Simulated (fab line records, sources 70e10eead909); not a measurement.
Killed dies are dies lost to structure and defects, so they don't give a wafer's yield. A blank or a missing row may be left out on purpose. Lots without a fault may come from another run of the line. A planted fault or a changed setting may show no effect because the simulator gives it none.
Which tool did it? | flow nand_harc | 12 lots, 36 wafers sampled, at 5 steps of a route of 1159

WHAT THE GAUGES READ, wafer by wafer
NHARC_A_CONTACT_CD_MEAS_08: target cd 100 nm.
lot  | measured     | on        | cd_nm (nm)
L114 | day 18 03:46 | cd_sem-02 | 99.1 99.9 99.9
L113 | day 18 12:43 | cd_sem-01 | 99.3 100.1 98.8
L115 | day 18 19:37 | cd_sem-01 | 99.5 99.3 99.1
L118 | day 19 02:56 | cd_sem-02 | 98.6 99.9 99.4
L117 | day 19 09:18 | cd_sem-03 | 100.1 100.5 99.6
L127 | day 20 14:22 | cd_sem-02 | 100.4 100.6 101.4
L126 | day 21 12:51 | cd_sem-01 | 99.3 100.5 99.9
L128 | day 21 17:38 | cd_sem-01 | 99.7 99.6 99.6
L134 | day 21 23:06 | cd_sem-01 | 100.7 101.1 100.5
L132 | day 21 23:35 | cd_sem-03 | 100.1 100.1 100.1
L133 | day 22 04:07 | cd_sem-03 | 99.8 99.6 99.7
L135 | day 23 00:33 | cd_sem-03 | 99.7 99.7 99.2

NHARC_A_CONTACT_OVL_MEAS_09.
lot  | measured     | on         | overlay_x_nm (nm) | overlay_y_nm (nm)
L114 | day 18 03:52 | overlay-02 | 0.0 0.8 0.2       | 1.9 1.1 2.1
L113 | day 18 12:48 | overlay-01 | 0.3 1.0 0.4       | 0.9 0.6 0.1
L115 | day 18 19:42 | overlay-01 | -0.4 -0.8 -0.3    | -0.7 0.0 -0.8
L118 | day 19 03:02 | overlay-01 | -0.5 -0.6 -0.2    | 0.4 0.1 0.1
L117 | day 19 09:23 | overlay-01 | 0.1 -0.2 0.3      | 1.5 1.4 0.7
L127 | day 20 14:27 | overlay-01 | 0.8 1.0 0.6       | 0.9 0.5 1.1
L126 | day 21 12:56 | overlay-02 | 1.7 2.1 1.6       | -0.7 -0.5 -0.1
L128 | day 21 17:43 | overlay-01 | 1.5 1.5 1.3       | 2.0 2.1 1.6
L134 | day 21 23:13 | overlay-02 | -0.6 -0.2 0.4     | -0.2 -0.6 -0.4
L132 | day 21 23:40 | overlay-01 | -0.5 -0.9 -0.8    | -0.5 0.3 0.0
L133 | day 22 04:12 | overlay-02 | 2.1 2.2 1.8       | 0.0 0.1 0.2
L135 | day 23 00:38 | overlay-01 | -0.4 -0.3 -0.2    | -1.0 -1.0 -0.8

NHARC_END_SORT_01.
lot  | measured     | on        | killed_at_array | killed_at_other | killed_at_periphery | killed_dies | killed_open | killed_short
L127 | day 23 09:14 | prober-01 | 667 667 672     | 6 7 4           | 4 3 1               | 677 677 677 | 6 4 3       | 3 2 1
L126 | day 24 05:20 | prober-02 | 674 677 674     | 0 0 2           | 3 0 1               | 677 677 677 | 2 0 4       | 3 1 1

WHICH TOOL RAN EACH LOT (tool, then ch and the chambers of the sampled wafers, then the start)
lot  | NHARC_A_CONTACT_ETCH_31            | NHARC_A_CONTACT_ETCH_98
L114 | rie_diel-12 ch 0,2, day 18 05:02   | rie_diel-13 ch 0,2, no start
L113 | rie_diel-09 ch 0,2, day 18 13:32   | rie_diel-12 ch 0,2,3, no start
L115 | rie_diel-12 ch 1,2, day 18 20:26   | rie_diel-12 ch 0,1,2, no start
L118 | rie_diel-13 ch 0,1,3, day 19 03:53 | rie_diel-13 ch 0,2,3, no start
L117 | rie_diel-12 ch 0,1,3, day 19 10:09 | rie_diel-12 ch 1,2,3, no start
L127 | rie_diel-12 ch 1,2, day 20 15:14   | rie_diel-12 ch 2,3, day 23 09:14 or earlier
L126 | rie_diel-12 ch 0,1,3, day 21 13:40 | rie_diel-12 ch 0,2,3, day 24 05:20 or earlier
L128 | rie_diel-09 ch 0,1,2, day 21 18:26 | rie_diel-12 ch 0,1,3, no start
L134 | rie_diel-13 ch 1,3, day 22 00:09   | rie_diel-09 ch 0,2, no start
L132 | rie_diel-13 ch 1,2,3, day 22 00:29 | rie_diel-09 ch 2,3, no start
L133 | rie_diel-09 ch 1,2,3, day 22 04:56 | rie_diel-12 ch 1,3, no start
L135 | rie_diel-09 ch 1,2,3, day 23 01:33 | rie_diel-12 ch 0,1,3, no start
- NHARC_A_CONTACT_ETCH_31: etches the open film in O2/COS, target depth 2000 nm, time 520 s.
- NHARC_A_CONTACT_ETCH_98: etches the open film in C4F6/O2, target depth 20 nm, time 10 s.

WHAT THE TOOLS THEMSELVES READ (means of the sampled wafers that have a number; where no wafer has one, the mark that the record gives instead)
NHARC_A_CONTACT_ETCH_31.
lot  | tool        | chamber_pressure_mTorr (mTorr) | drypump_motor_current_A (A) | o2_flow_sccm (sccm) | oes_product_au (a.u.) | rf_vpp_V (V) | run_length_s (s) | showerhead_plenum_p_Torr (Torr) | throttle_valve_pct (%)
L114 | rie_diel-12 | 19.994                         | 6.0                         | 401.4               | 1.002                 | 315.8        | 540.9            | 3.24                            | 28.335
L113 | rie_diel-09 | 19.997                         | 5.5                         | 400.4               | 1.002                 | 314.0        | 540.9            | 3.11                            | 28.322
L115 | rie_diel-12 | 20.025                         | 6.3                         | 399.8               | 1.006                 | 316.3        | 541.3            | 3.28                            | 28.329
L118 | rie_diel-13 | 19.991                         | 5.7                         | 399.4               | 1.004                 | 315.0        | 541.4            | 3.19                            | 28.332
L117 | rie_diel-12 | 20.002                         | 5.6                         | 399.8               | 0.991                 | 314.9        | 541.2            | 3.19                            | 28.326
L127 | rie_diel-12 | 19.992                         | 6.3                         | 399.9               | 0.999                 | 316.3        | 390.6            | 3.28                            | 28.332
L126 | rie_diel-12 | 20.000                         | 5.6                         | 400.3               | 1.003                 | 315.2        | 390.8            | 3.18                            | 28.319
L128 | rie_diel-09 | 20.006                         | 6.0                         | 399.8               | 0.997                 | 315.6        | 541.1            | 3.21                            | 28.336
L134 | rie_diel-13 | 20.019                         | 5.5                         | 399.5               | 1.003                 | 314.5        | 541.4            | 3.14                            | 28.342
L132 | rie_diel-13 | 20.003                         | 5.8                         | 400.2               | 1.004                 | 315.2        | 541.2            | 3.11                            | 28.332
L133 | rie_diel-09 | 20.018                         | 5.8                         | 400.3               | 0.995                 | 314.7        | 541.9            | 3.14                            | 28.329
L135 | rie_diel-09 | 19.980                         | 5.8                         | 400.5               | 0.992                 | 313.8        | 541.4            | 3.14                            | 28.335

NHARC_A_CONTACT_ETCH_98.
lot  | tool        | chamber_pressure_mTorr (mTorr) | drypump_motor_current_A (A) | o2_flow_sccm (sccm) | oes_product_au (a.u.) | rf_vpp_V (V) | run_length_s (s) | showerhead_plenum_p_Torr (Torr) | throttle_valve_pct (%)
L114 | rie_diel-13 | 30.005                         | 6.2                         | 20.00               | 0.954                 | 544.8        | 31.3             | 3.82                            | 26.907
L113 | rie_diel-12 | 30.034                         | 5.7                         | 19.98               | 0.949                 | 549.6        | 30.8             | 4.04                            | 26.915
L115 | rie_diel-12 | 30.012                         | 6.0                         | 19.96               | 0.956                 | 548.4        | 31.1             | 4.03                            | 26.911
L118 | rie_diel-13 | 29.999                         | 5.9                         | 20.01               | 0.951                 | 545.1        | 31.0             | 3.86                            | 26.907
L117 | rie_diel-12 | 30.004                         | 5.9                         | 19.95               | 0.939                 | 550.3        | 31.0             | 4.09                            | 26.902
L127 | rie_diel-12 | 30.000                         | 6.0                         | 19.99               | 0.947                 | 551.4        | 31.1             | 4.13                            | 26.903
L126 | rie_diel-12 | 30.001                         | 5.6                         | 19.97               | 0.962                 | 549.2        | 30.9             | 4.03                            | 26.901
L128 | rie_diel-12 | 30.032                         | 5.6                         | 19.96               | 0.947                 | 547.6        | 30.9             | 3.99                            | 26.902
L134 | rie_diel-09 | 29.972                         | 5.5                         | 19.99               | 0.996                 | 550.1        | 30.4             | 4.08                            | 26.910
L132 | rie_diel-09 | 29.992                         | 5.3                         | 20.07               | 0.932                 | 548.2        | 30.8             | 4.00                            | 26.899
L133 | rie_diel-12 | 29.980                         | 5.6                         | 20.03               | 0.929                 | 549.3        | 30.9             | 4.06                            | 26.915
L135 | rie_diel-12 | 30.016                         | 5.6                         | 20.00               | 0.959                 | 548.1        | 31.0             | 3.99                            | 26.903

THE ANSWER, worked out from the rows above alone
Rule: what is usual is taken from the lots themselves. Put in order of their means at a reading, lots are off if they are a third of the lots or fewer, leave a main group of 4 or more, and stand apart from it by a gap of 3 or more times the standard deviation of the main group's means; of several such gaps the widest counts. A main group whose means are all the same, to the digits that the tables above print for the reading, isn't used. A lot without any number at a reading at which 4 lots or more have one is off too. The other lots that the step has rows for count as sound. The gauges are gone through in route order, then the tools' own readings, and for those a lot's mean is taken as printed above. The first step at which some lot is off is used, and at that step the reading that is off furthest; a lot without a number counts as furthest.
Off: L127, L126, at NHARC_A_CONTACT_ETCH_31 (run_length_s). The main group: mean 541.3 s, standard deviation 0.28.
A tool fits if, at that step or a process step before it, it ran every lot that is off, and no sound lot after the first of them. One fits: rie_diel-12 at NHARC_A_CONTACT_ETCH_31. Its last sound lot is L117 (day 19 10:09), its first lot that is off L127 (day 20 15:14): a fault that began between those two fits.
The tool's own readings at NHARC_A_CONTACT_ETCH_31 bear it out: on the lots that are off they differ by more than 5 times the standard deviation of the sound lots' means. run_length_s reads 390.7 s there against 541.3 s on the sound lots.

WHAT THE SIMULATOR HAD PUT IN
Process parameter drift: rie_diel-12, from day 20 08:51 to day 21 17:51, at NHARC_A_CONTACT_ETCH_31. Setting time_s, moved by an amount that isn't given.
Lots struck among those shown: L127, L126. The rule above found the same.
